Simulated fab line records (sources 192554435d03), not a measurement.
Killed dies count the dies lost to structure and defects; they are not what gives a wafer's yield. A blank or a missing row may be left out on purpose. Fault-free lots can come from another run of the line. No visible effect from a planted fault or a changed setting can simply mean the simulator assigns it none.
A struck lot beside a sound one ; flow n5 finfet ; 40 out of 1938 route steps
Sound: these wafers, L764.1, L764.2, L764.5. Struck: wafer L756.5 (L756.1, L756.2, from the same lot, were not struck and are left out); the cause is given at the end.
Order at every step that has rows: each side's tool, ch and its chambers, its first start. Under that, the readings that differ: sound wafers ; struck wafers ; difference of the means ; sigmas: that difference in standard deviations of wafers without a fault.
alike: readings whose means differ by less than 2 such deviations, and words and numbers that are the same on both sides. not compared: withheld readings, readings that some wafer has no value for, bounds like >300 that may hide the same value, and numbers for which the record gives no deviation and whose values overlap.
A row with sigmas, a row that says differs or no value, or rows on one side alone: a step with any of these is where the two part. Numbers that have no deviation but don't overlap get no sigmas and don't part them. A reading that every wafer of one side lacks parts them only if that side has two wafers or more.

first, 8 steps without rows for these wafers: N5_BEOL_M5_CURE_80 (cures SiCOH lowk, time 120 s); N5_BEOL_M5_DEGAS_44 (time 60 s); N5_BEOL_M5_PRE_CLEAN_45 (time 30 s); N5_BEOL_M5_ALD_86 (deposits TaN, pulse time 2 s, purge time 3 s, co reactant purge time 2 s); N5_BEOL_M5_SURFACE_TREAT_87; N5_BEOL_M5_CVD_47 (deposits Co from CCTBA/H2, target thk 3 nm, time 216 s); N5_BEOL_M5_SPUTTER_48 (material Cu, target thk 15 nm, time 27.62 s); N5_BEOL_M5_ANNEAL_49 (time 1800 s).
N5_BEOL_M5_SPUTTER_81: material Cu, target thk 15 nm, time 27.62 s.
  sound on pvd sputter-01 at day 15 00:55; struck on pvd sputter-03 at day 13 07:59
  alike: throttle valve pct
N5_BEOL_M5_ANNEAL_82: time 1800 s.
  sound on pvd sputter-01 at day 15 00:59; struck on pvd sputter-03 at day 13 08:04
reading;sound;struck;difference;sigmas
heater power w (W);900 764 789;665;-153;-2
then, 2 steps without rows for these wafers: N5_BEOL_M5_SPUTTER_83 (material Cu, target thk 15 nm, time 27.62 s); N5_BEOL_M5_ANNEAL_84 (time 1800 s).
N5_BEOL_M5_SPUTTER_88: material Cu, target thk 15 nm, time 27.62 s.
  sound on pvd sputter-01 at day 15 03:05; struck on pvd sputter-03 at day 13 10:09
  alike: throttle valve pct
then, 1 step without rows for these wafers: N5_BEOL_M5_ANNEAL_89 (time 1800 s).
N5_BEOL_M5_SPUTTER_90: material Cu, target thk 4.5 nm, time 8.29 s.
  sound on pvd sputter-01 at day 15 04:10; struck on pvd sputter-03 at day 13 11:14
  alike: throttle valve pct
then, 6 steps without rows for these wafers: N5_BEOL_M5_ECD_50 (material Cu, target thk 300 nm); N5_BEOL_M5_ANNEAL_51 (time 90 s); N5_BEOL_M5_CMP_52 (polishes, stops on SiCOH lowk, t overpolish 6.9 s, target thk 62 nm); N5_BEOL_M5_PRE_CLEAN_77 (time 15 s); N5_BEOL_M5_CO_CAP_78 (material Co, precursor CCTBA/H2, target thk 2 nm, time 102.1 s); N5_BEOL_M5_PRE_CLEAN_55 (time 15 s).
N5_BEOL_M5_DEP_56: deposits SiCN from 3MS/NH3, target thk 8 nm, time 14 s.
  sound on pecvd-03 ch 0,1, day 15 05:10; struck on pecvd-01 ch 1, day 13 12:14
  alike: showerhead plenum p Torr, throttle valve pct
N5_BEOL_M5_RS_MEAS_57: measurement is done with a four-point probe.
  sound on film metro-01 at day 15 05:14; struck on film metro-01 at day 13 12:19
  alike: M5_RS
then, 2 steps without rows for these wafers: N5_BEOL_M6_ILD_DEP_00 (deposits SiCOH lowk from DEMS/porogen, target thk 179.75 nm, time 33.4 s); N5_BEOL_M6_CURE_74 (cures SiCOH lowk, time 240 s).
N5_BEOL_M6_THK_MEAS_01:
  sound on film metro-02 at day 15 12:19; struck on film metro-01 at day 13 12:58
reading;sound;struck;difference;sigmas
M6_ILD_THK (nm);150.2 149.4 151.2;155.8;+5.5;+2
then, 1 step without rows for these wafers: N5_BEOL_M6_PECVD_70 (deposits SiO2 from TEOS/O2, target thk 20 nm, time 22.7 s).
N5_BEOL_M6_HM_DEP_02: deposits TiN, target thk 20 nm.
  sound on pvd sputter-03 at day 15 13:14; struck on pvd sputter-01 at day 13 15:21
  alike: throttle valve pct
then, 8 steps without rows for these wafers: N5_BEOL_M6_COAT_59 (time 60 s, resist thk 100 nm); N5_BEOL_M6_COAT_60 (time 60 s, resist thk 35 nm); N5_BEOL_M6_COAT_05 (resist thk 90 nm); N5_BEOL_M6_EBR_07; N5_BEOL_M6_SOFTBAKE_06 (time 60 s); N5_BEOL_M6_EXPOSE_08 (exposes mask M6); N5_BEOL_M6_PEB_09 (peb time 60 s); N5_BEOL_M6_DEVELOP_10 (develop time 30 s).
N5_BEOL_M6_CD_MEAS_11: the cd target is 38.5 nm.
  sound on cd sem-02 ch 0, day 15 13:43; struck on cd sem-01 ch 0, day 13 15:51
  alike: cd nm
N5_BEOL_M6_OVL_MEAS_12:
  sound on overlay-01 ch 0, day 15 13:45; struck on overlay-01 ch 0, day 13 15:53
  alike: M6_OVL
then, 1 step without rows for these wafers: N5_BEOL_M6_DESCUM_16 (chemistry O2, time 7.9 s).
-- record jumps: 4 days separate the struck wafers' starts on either side; left off in module BEOL_M6, taken up again in module PASSIVATION, whose first shown step is the route's number 1936 --
N5_PASSIVATION_PROBE_49:
  sound on prober-01 at day 19 15:45; struck on prober-01 at day 17 22:25
reading;sound;struck;difference;sigmas
defect limited yield (%);90.6 93.2 92.5;82.3;-9.8;-6
killed_at_M4_up;14 8 9;96;+86;+15
killed at other;2 5 1;14;+11;+4
killed dies;111 80 88;209;+116;+6
killed on rim;12 9 8;26;+16;+4
killed open;69 55 52;90;+31;+2
sort_bin_5_function (%);4.9 3.5 4.7;10.7;+6.3;+6
sort_bin_6_memory (%);3.8 3.0 2.2;4.6;+1.6;+2
sort n pass;1069 1100 1092;971;-116;-6
sort yield pct (%);90.6 93.2 92.5;82.3;-9.8;-6
  alike: killed_at_M0_to_M3, killed at contacts, killed at front end, killed short, sort_bin_4_leakage

WHERE THEY PART
First at N5_BEOL_M5_ANNEAL_82; last, within this record, at N5_PASSIVATION_PROBE_49.

WHY: what had been put in by the simulator
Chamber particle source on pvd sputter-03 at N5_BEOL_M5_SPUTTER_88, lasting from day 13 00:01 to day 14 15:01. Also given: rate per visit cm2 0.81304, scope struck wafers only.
